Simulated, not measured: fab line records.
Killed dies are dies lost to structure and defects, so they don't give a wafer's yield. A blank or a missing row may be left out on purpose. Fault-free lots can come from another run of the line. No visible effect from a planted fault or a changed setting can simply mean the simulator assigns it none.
fab line records | flow nandHarc
record: lots: 15 wafers: 44 lastDay: 24
route steps=1159 shown P_BONDPAD@374 A_ONON_D1@438 END@1159
lots untouched by any fault: they come from a run of this same line in which no faults occurred
startH: the number of hours between the record's first day and the start of the first shown wafer of the lot | waitH: how many hours have passed since the lot's step before this one | " unchanged from the row above | L1.1+2: one row covering several wafers at once | - either no value or no given start | * or withheld: withheld | < > ~ a bound
route shown NAME@n: a module of which the file shows steps, and the number in the route of the first | usual: mean and standard deviation over wafers with no fault | same: alike in all rows | chamber/n: place in a boat | sites: readings site by site | _std_site: how widely they spread, as a standard deviation | _edge_site: the outer-site mean with the inner-site mean subtracted | radiusMm: for every site, how far away it sits from the centre of the wafer | mask NAME#n: copy n | behind: the tool/chamber that last shaped the wafer | hold: why the lot was held/for how many hours/how that ended | device: which transistor (n, p or np) failed to switch | end of line: the tests these same wafers got at the end of their route | for a step that has no rows: nothing shown but its recipe | killed: dies lost to structure and defects at the first sort, not the wafer's yield | map: the dies of a wafer, with x for killed, . for not killed, _ for no die there
set.NAME: the setting as run; set.NAME@STEP: as run at that earlier step | model.NAME: the simulator's own value behind a step, which no gauge read
one table for each step of the route and one row for each wafer, over a sample of lots
services: from which hour (startH, from the record's first day; less than 0 if before it) a tool's chamber was out of use, for how many hours, and why
== steps ==
step: NHARC_P_BONDPAD_DEGAS_25
recipe: tempC: 300 timeS: 60
usual: heaterPowerW: 474/43
columns lot.wafer tool chamber startH waitH heaterPowerW
L385.4 pvdSputter-01 - 137.00 - 476
L385.1 " - " " 462
L385.2 " - " " 446
L384.1 pvdSputter-03 - 139.86 - 513
L384.6 " - " " 512
L384.5 " - " " 493
L388.2 pvdSputter-01 - 154.60 - 533
L388.4 " - " " 481
L388.5 " - " " 451
L392.2 pvdSputter-03 - 181.95 - 405
L392.3 " - " " 487
L392.6 " - " " 515
L394.1 pvdSputter-01 - 202.74 - 457
L394.2 " - " " 479
L394.5 " - " " 540
L396.3 pvdSputter-01 - 204.59 - 532
L396.4 " - " " 453
L396.2 " - " " 472
L395.3 pvdSputter-01 - 205.74 - 456
L395.4 " - " " 467
L400.3 pvdSputter-03 - 222.40 - 521
L400.2 " - " " 495
L400.6 " - " " 522
L398.2 pvdSputter-03 - 223.48 - 508
L398.3 " - " " 484
L398.6 " - " " 517
L401.3 pvdSputter-01 - 229.01 - 456
L401.4 " - " " 468
L401.6 " - " " 462
L402.2 pvdSputter-01 - 235.48 - 463
L402.4 " - " " 487
L402.5 " - " " 466
L403.3 pvdSputter-01 - 244.56 - 462
L403.2 " - " " 453
L403.5 " - " " 484
L405.1 pvdSputter-02 - 249.97 - 392
L405.4 " - " " 418
L405.6 " - " " 395
L406.1 pvdSputter-01 - 270.43 - 547
L406.4 " - " " 447
L406.6 " - " " 494
L407.4 pvdSputter-02 - 271.21 - 501
L407.1 " - " " 433
L407.6 " - " " 415
step: NHARC_P_BONDPAD_ANNEAL_28
recipe: tempC: 225 timeS: 90
usual: wafer_temp_C_max: 226.1/0.37
columns lot.wafer tool chamber startH waitH wafer_temp_C_max
L385.1 rtpAnneal-02 0 137.74 0.3 226.0
L385.2 " 0 " " 226.3
L385.4 " 0 " " 225.7
L384.1 rtpAnneal-02 0 140.61 - 225.8
L384.5 " 0 " " 225.8
L384.6 " 0 " " 225.9
L388.2 rtpAnneal-02 0 155.39 - 226.7
L388.4 " 0 " " 226.0
L388.5 " 0 " " 226.1
L392.2 rtpAnneal-02 0 182.75 0.3 225.9
L392.3 " 0 " " 226.0
L392.6 " 0 " " 226.2
L394.1 rtpAnneal-01 0 203.47 0.3 226.3
L394.2 " 0 " " 226.1
L394.5 " 0 " " 226.0
L396.2 rtpAnneal-02 0 205.39 0.3 226.3
L396.3 " 0 " " 225.9
L396.4 " 0 " " 225.8
L395.3 rtpAnneal-01 0 206.59 0.3 226.5
L395.4 " 0 " " 226.2
L400.2 rtpAnneal-02 0 223.19 0.4 225.7
L400.3 " 0 " " 225.8
L400.6 " 0 " " 226.1
L398.2 rtpAnneal-01 0 224.28 - 226.7
L398.3 " 0 " " 226.5
L398.6 " 0 " " 226.3
L401.3 rtpAnneal-02 0 229.84 - 225.8
L401.4 " 0 " " 226.3
L401.6 " 0 " " 225.6
L402.2 rtpAnneal-02 0 236.26 - 225.6
L402.4 " 0 " " 225.8
L402.5 " 0 " " 225.9
L403.2 rtpAnneal-02 0 245.35 0.4 225.8
L403.3 " 0 " " 225.6
L403.5 " 0 " " 225.9
L405.1 rtpAnneal-02 0 250.70 - 226.5
L405.4 " 0 " " 226.0
L405.6 " 0 " " 225.9
L406.1 rtpAnneal-02 0 271.34 - 225.7
L406.4 " 0 " " 225.9
L406.6 " 0 " " 225.7
L407.1 rtpAnneal-02 0 271.96 0.3 226.0
L407.4 " 0 " " 226.5
L407.6 " 0 " " 225.9
step: NHARC_A_ONON_D1_DEP_19
recipe: targetThkA: 10000 n2FlowSccm: 2750 n2oFlowSccm: 2000 nh3FlowSccm: 500 sih4FlowSccm: 210 tempC: 400
columns lot.wafer tool chamber startH waitH
L385.1+2+4 pecvdOnon-04 0 171.85 0.1
L384.1+5+6 pecvdOnon-02 0 171.85 0.1
L388.2+4+5 pecvdOnon-04 0 192.09 0.2
L392.2+3+6 pecvdOnon-02 0 216.85 0.1
L394.1+2+5 pecvdOnon-02 0 241.70 0.1
L396.2+3+4 pecvdOnon-03 0 241.89 0.2
L395.3+4 pecvdOnon-02 0 242.16 0.2
L400.2+3+6 pecvdOnon-03 0 258.00 0.1
L398.2+3+6 pecvdOnon-04 0 258.00 0.1
L401.3+4+6 pecvdOnon-04 0 264.96 0.2
L402.2+4+5 pecvdOnon-03 0 272.56 0.1
L403.2+3+5 pecvdOnon-03 0 279.99 0.1
L405.1+4+6 pecvdOnon-03 0 288.73 0.1
L406.1+4+6 pecvdOnon-03 0 307.45 0.1
L407.1+4+6 pecvdOnon-04 0 307.47 0.1
step: NHARC_A_ONON_D1_THK_MEAS_21
recipe: thkMeasGauge: ellipsometry
usual: thkNm: 998/9.1
columns lot.wafer tool chamber startH waitH thkNm
L385.1 filmMetro-02 - 172.36 - 986
L385.2 " - " " 987
L385.4 " - " " 986
L384.1 filmMetro-01 - 172.36 - 1006
L384.5 " - " " 1007
L384.6 " - " " 1005
L388.2 filmMetro-01 - 192.54 - 996
L388.4 " - " " 997
L388.5 " - " " 995
L392.2 filmMetro-01 - 217.30 - 1004
L392.3 " - " " 643
L392.6 " - " " 1005
L394.1 filmMetro-01 - 242.21 - 999
L394.2 " - " " 998
L394.5 " - " " 636
L396.2 filmMetro-02 - 242.35 - 984
L396.3 " - " " 984
L396.4 " - " " 984
L395.3 filmMetro-01 - 242.56 - 649
L395.4 " - " " 1009
L398.2 filmMetro-02 - 258.45 - 982
L398.3 " - " " 982
L398.6 " - " " 981
L400.2 filmMetro-01 - 258.45 - 1006
L400.3 " - " " 1005
L400.6 " - " " 1005
L401.3 filmMetro-01 - 265.35 - 993
L401.4 " - " " 993
L401.6 " - " " 993
L402.2 filmMetro-02 - 273.01 - 1004
L402.4 " - " " 1003
L402.5 " - " " 1003
L403.2 filmMetro-01 - 280.44 - 997
L403.3 " - " " 995
L403.5 " - " " 995
L405.1 filmMetro-01 - 289.24 - 1020
L405.4 " - " " 1021
L405.6 " - " " 1023
L406.1 filmMetro-02 - 307.97 - 1001
L406.4 " - " " 1001
L406.6 " - " " 1000
L407.1 filmMetro-02 - 308.01 - 1002
L407.4 " - " " 999
L407.6 " - " " 1000
step: NHARC_END_SORT_01
recipe: tempC: 25
usual: killedAtArray: 28/11 killedAtOther: 0.6/0.85 killedAtPeriphery: 2.8/2.3 killedDies: 31/11 killedOpen: 3.1/1.6 killedShort: 2.0/1.4
same: grossDies: 677
columns lot.wafer tool chamber startH waitH killedAtArray killedAtOther killedAtPeriphery killedDies killedOpen killedShort
L392.2 prober-01 0 491.16 2.7 39 0 1 40 3 2
L392.3 prober-01 0 491.95 3.0 676 1 0 677 4 3
L392.6 prober-01 0 494.30 3.9 42 0 0 42 2 3
L394.1 prober-01 0 515.53 2.5 15 1 6 22 3 0
L394.2 prober-01 0 516.32 2.8 18 0 2 20 3 1
L394.5 prober-01 0 518.71 3.7 674 2 1 677 4 2
L395.3 prober-02 0 517.13 3.1 676 0 1 677 4 6
L395.4 prober-02 0 517.92 3.4 33 0 1 34 3 2
killed by level:class
L392.2 A_CHANNEL_HOLE_D1:chamberFilmFlake=13 A_SLIT:chamberFilmFlake=11 A_STAIRCASE:chamberFilmFlake=8 A_CONTACT:chamberFilmFlake=3 A_CONTACT:geometricParticle:open=2 P_STI:geometricParticle:open=1 A_ONON_D1:geometricParticle:short=1 A_WL_FILL:geometricParticle:short=1
L392.3 A_ONON_D1:areaDep=643 A_CHANNEL_HOLE_D1:chamberFilmFlake=9 A_SLIT:chamberFilmFlake=7 A_STAIRCASE:chamberFilmFlake=6 A_CONTACT:chamberFilmFlake=4 A_CONTACT:geometricParticle:open=2 A_CHANNEL_HOLE_D1:geometricParticle:short=1 A_CHANNEL_FILL_D1:geometricParticle:open=1
L392.6 A_CHANNEL_HOLE_D1:chamberFilmFlake=16 A_SLIT:chamberFilmFlake=12 A_STAIRCASE:chamberFilmFlake=9 A_WL_FILL:geometricParticle:short=2 A_WL_FILL:geometricParticle:open=2 A_ONON_D1:geometricParticle:short=1
L394.1 A_CHANNEL_HOLE_D1:chamberFilmFlake=5 A_CONTACT:chamberFilmFlake=5 P_M2:chamberFilmFlake=4 A_STAIRCASE:chamberFilmFlake=3 P_GATE:geometricParticle:open=1 P_M1:geometricParticle:open=1 A_ONON_D1:geometricParticle:open=1 A_SLIT:chamberFilmFlake=1
L394.2 A_STAIRCASE:chamberFilmFlake=6 A_CONTACT:chamberFilmFlake=4 A_CHANNEL_HOLE_D1:chamberFilmFlake=3 P_CONTACT:geometricParticle:open=1 A_CHANNEL_FILL_D1:geometricParticle:open=1 A_CHANNEL_FILL_D1:geometricParticle:short=1 A_M0:geometricParticle:open=1 P_M2:chamberFilmFlake=1
L395.3 A_ONON_D1:areaDep=633 A_SLIT:chamberFilmFlake=17 A_STAIRCASE:chamberFilmFlake=7 A_CHANNEL_HOLE_D1:chamberFilmFlake=5 A_CONTACT:chamberFilmFlake=3 A_CHANNEL_FILL_D1:geometricParticle:open=2 A_CHANNEL_FILL_D1:geometricParticle:short=2 A_ONON_D1:geometricParticle:short=1
L395.4 A_SLIT:chamberFilmFlake=13 A_STAIRCASE:chamberFilmFlake=8 A_CHANNEL_HOLE_D1:chamberFilmFlake=5 A_CHANNEL_FILL_D1:geometricParticle:short=2 A_CONTACT:chamberFilmFlake=2 A_ONON_D1:geometricParticle:open=1 A_CONTACT:geometricParticle:open=1 A_BLC:geometricParticle:open=1
L394.5 A_ONON_D1:areaDep=653 A_STAIRCASE:chamberFilmFlake=5 A_CHANNEL_HOLE_D1:chamberFilmFlake=4 A_CONTACT:chamberFilmFlake=3 A_SGD_CUT:geometricParticle:open=2 A_WL_FILL:chamberFilmFlake=2 A_CHANNEL_FILL_D1:geometricParticle:short=1 A_CONTACT:geometricParticle:short=1
== services ==
columns tool chamber startH hours kind
pvdSputter-03 - 144.15 2.6 repair
pecvdOnon-03 - 153.00 13.0 pm
pvdSputter-01 - 158.00 10.0 pm
pvdSputter-01 - 172.96 3.9 repair
pvdSputter-02 - 203.59 1.1 repair
pvdSputter-02 - 214.01 10.0 pm
pecvdOnon-04 - 237.00 13.0 pm
pvdSputter-02 - 265.20 1.2 repair
pvdSputter-03 - 280.00 10.0 pm
pecvdOnon-02 - 292.00 13.0 pm
rtpAnneal-02 - 300.05 12.0 pm
== key ==
firstSign: step: NHARC_A_ONON_D1_THK_MEAS_21 reading: thkNm direction: down sigmas: 39 usual: 998 struck: 643
effect: step: NHARC_END_SORT_01 reading: killedAtArray direction: up sigmas: 57 usual: 28 struck: 675
moreKillsBornAt: NHARC_A_ONON_D1_DEP_19@pecvdOnon-02: 1929
metAt NHARC_A_ONON_D1_DEP_19
struckLots L392,L394,L395
struckWafers L392.3,L394.5,L395.3
laterRowsLeftOut L392.3,L394.5,L395.3
testerLeftOut L392,L394,L395
notActingAt NHARC_P_BONDPAD_DEGAS_25,NHARC_P_BONDPAD_ANNEAL_28
onsetBetween 171.85 216.85
fault: kind: processParameterDrift tool: pecvdOnon-02 chamber: - onsetH: 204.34 steps: NHARC_A_ONON_D1_DEP_19 channel: targetThkA offset: * shape: step endH: 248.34 scope: struckWafersOnly actsIn: * stated: *
testerLeftOut: of these lots the tester's yield and bins aren't shown, on N5 and GAA mostly nor the transistor test; their killed dies are dies lost to structure and defects alone, not to doping, threshold or leakage, so they don't give the yield
laterRowsLeftOut: the simulator's readings of these wafers behind a module that went badly wrong aren't trusted and aren't shown, but for the sort
